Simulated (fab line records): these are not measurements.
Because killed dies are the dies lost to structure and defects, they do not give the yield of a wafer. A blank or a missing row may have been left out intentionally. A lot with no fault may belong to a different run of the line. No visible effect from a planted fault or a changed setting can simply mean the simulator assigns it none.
Which of the tools did it? / flow n5-finfet / 9 lots, 27 wafers sampled, at 5 steps of a route of 1938

## WHAT THE GAUGES READ, wafer by wafer
N5_BEOL_M4_RC_MEAS_101.
lot=L848; measured=day 9 21:58; on=prober-02; DIBL_N (mV/V)=35.7 34.6 36.0
lot=L849; measured=day 9 17:30; on=prober-02; DIBL_N (mV/V)=37.9 35.0 37.2
lot=L851; measured=day 10 00:14; on=prober-02; DIBL_N (mV/V)=36.7 32.4 36.7
lot=L857; measured=day 11 12:10; on=prober-02; DIBL_N (mV/V)=38.0 34.5 38.1
lot=L859; measured=day 11 20:44; on=prober-02; DIBL_N (mV/V)=34.3 32.1 35.0
lot=L860; measured=day 12 04:37; on=prober-01; DIBL_N (mV/V)=34.6 35.9 36.6
lot=L862; measured=day 12 14:55; on=prober-02; DIBL_N (mV/V)=34.0 37.2 35.8
lot=L863; measured=day 13 08:45; on=prober-01; DIBL_N (mV/V)=36.3 38.7 38.8
lot=L867; measured=day 13 21:46; on=prober-01; DIBL_N (mV/V)=36.0 34.6 38.6

## WHICH TOOL RAN EACH LOT (tool, then ch and the chambers of the sampled wafers, then the start)
lot=L848; N5_BEOL_M0_SAQP_HM_OPEN_112=rie-diel-06 ch 0,3, day 6 22:00; N5_BEOL_M0_SAQP_ETCH_107=rie-diel-06 ch 0,1, day 7 00:14; N5_BEOL_M0_SAQP_SPACER2_ALD_26=ald-sin-01 ch 1,2,3, day 7 00:29; N5_BEOL_M0_SAQP_SPACER2_ETCHBACK_27=rie-diel-03 ch 1,3, day 7 01:02
lot=L849; N5_BEOL_M0_SAQP_HM_OPEN_112=rie-diel-05 ch 0,3, day 7 00:00; N5_BEOL_M0_SAQP_ETCH_107=rie-diel-03 ch 0,2,3, day 7 02:24; N5_BEOL_M0_SAQP_SPACER2_ALD_26=ald-sin-04 ch 0,1,3, day 7 02:38; N5_BEOL_M0_SAQP_SPACER2_ETCHBACK_27=rie-diel-03 ch 0,1,2, day 7 03:11
lot=L851; N5_BEOL_M0_SAQP_HM_OPEN_112=rie-diel-03 ch 2,3, day 7 05:29; N5_BEOL_M0_SAQP_ETCH_107=rie-diel-05 ch 0,2,3, day 7 08:06; N5_BEOL_M0_SAQP_SPACER2_ALD_26=ald-sin-01 ch 1,3, day 7 08:21; N5_BEOL_M0_SAQP_SPACER2_ETCHBACK_27=rie-diel-06 ch 0,1,3, day 7 08:54
lot=L857; N5_BEOL_M0_SAQP_HM_OPEN_112=rie-diel-06 ch 0,2,3, day 8 20:07; N5_BEOL_M0_SAQP_ETCH_107=rie-diel-05 ch 1,2,3, day 8 22:16; N5_BEOL_M0_SAQP_SPACER2_ALD_26=ald-sin-04 ch 0,2, day 8 22:31; N5_BEOL_M0_SAQP_SPACER2_ETCHBACK_27=rie-diel-06 ch 0,2, day 8 23:04
lot=L859; N5_BEOL_M0_SAQP_HM_OPEN_112=rie-diel-06 ch 0,2,3, day 9 03:56; N5_BEOL_M0_SAQP_ETCH_107=rie-diel-05 ch 1,2,3, day 9 06:11; N5_BEOL_M0_SAQP_SPACER2_ALD_26=ald-sin-03 ch 0,1,3, day 9 06:33; N5_BEOL_M0_SAQP_SPACER2_ETCHBACK_27=rie-diel-05 ch 1,2,3, day 9 07:10
lot=L860; N5_BEOL_M0_SAQP_HM_OPEN_112=rie-diel-03 ch 0,1,3, day 9 10:36; N5_BEOL_M0_SAQP_ETCH_107=rie-diel-03 ch 0,1,2, day 9 12:59; N5_BEOL_M0_SAQP_SPACER2_ALD_26=ald-sin-03 ch 0,3, day 9 13:13; N5_BEOL_M0_SAQP_SPACER2_ETCHBACK_27=rie-diel-05 ch 1,3, day 9 13:46
lot=L862; N5_BEOL_M0_SAQP_HM_OPEN_112=rie-diel-05 ch 0,2,3, day 9 22:48; N5_BEOL_M0_SAQP_ETCH_107=rie-diel-06 ch 0,1,3, day 10 01:46; N5_BEOL_M0_SAQP_SPACER2_ALD_26=ald-sin-01 ch 0,2,3, day 10 02:01; N5_BEOL_M0_SAQP_SPACER2_ETCHBACK_27=rie-diel-03 ch 0,1,2, day 10 02:34
lot=L863; N5_BEOL_M0_SAQP_HM_OPEN_112=rie-diel-03 ch 0,1,2, day 10 06:40; N5_BEOL_M0_SAQP_ETCH_107=rie-diel-03 ch 1,2, day 10 09:04; N5_BEOL_M0_SAQP_SPACER2_ALD_26=ald-sin-03 ch 1,2, day 10 10:18; N5_BEOL_M0_SAQP_SPACER2_ETCHBACK_27=rie-diel-03 ch 0,1,2, day 10 10:51
lot=L867; N5_BEOL_M0_SAQP_HM_OPEN_112=rie-diel-06 ch 2,3, day 11 07:22; N5_BEOL_M0_SAQP_ETCH_107=rie-diel-06 ch 2,3, day 11 09:37; N5_BEOL_M0_SAQP_SPACER2_ALD_26=ald-sin-04 ch 0,1,2, day 11 09:51; N5_BEOL_M0_SAQP_SPACER2_ETCHBACK_27=rie-diel-03 ch 0,1,3, day 11 10:24
- N5_BEOL_M0_SAQP_HM_OPEN_112: chemistry CHF3/O2, target SiO2, stops on a-Si, target depth 12 nm, time 13.5 s.
- N5_BEOL_M0_SAQP_ETCH_107: etches SiNx in CH3F/O2, target depth 30 nm.
- N5_BEOL_M0_SAQP_SPACER2_ALD_26: deposits SiO2, target thk 15 nm, pulse time 1 s, purge time 2 s.
- N5_BEOL_M0_SAQP_SPACER2_ETCHBACK_27: etches SiO2 in CHF3/O2, target depth 22.5 nm, time 11.25 s.

## THE ANSWER, worked out from the rows above alone
Rule: what is usual is taken from the lots themselves. Put in order of their means at a reading, lots are off if they are a third of the lots or fewer, leave a main group of 4 or more, and stand apart from it by a gap of 3 or more times the standard deviation of the main group's means; of several such gaps the widest counts. If all means in a main group match to the digits the tables above print for the reading, that group is not used. Also off: a lot with no number at a reading for which 4 or more lots have one. The other lots that the step has rows for count as sound.
None of the lots is off at any reading shown; this tells nothing.

## WHAT WAS PUT IN BY THE SIMULATOR
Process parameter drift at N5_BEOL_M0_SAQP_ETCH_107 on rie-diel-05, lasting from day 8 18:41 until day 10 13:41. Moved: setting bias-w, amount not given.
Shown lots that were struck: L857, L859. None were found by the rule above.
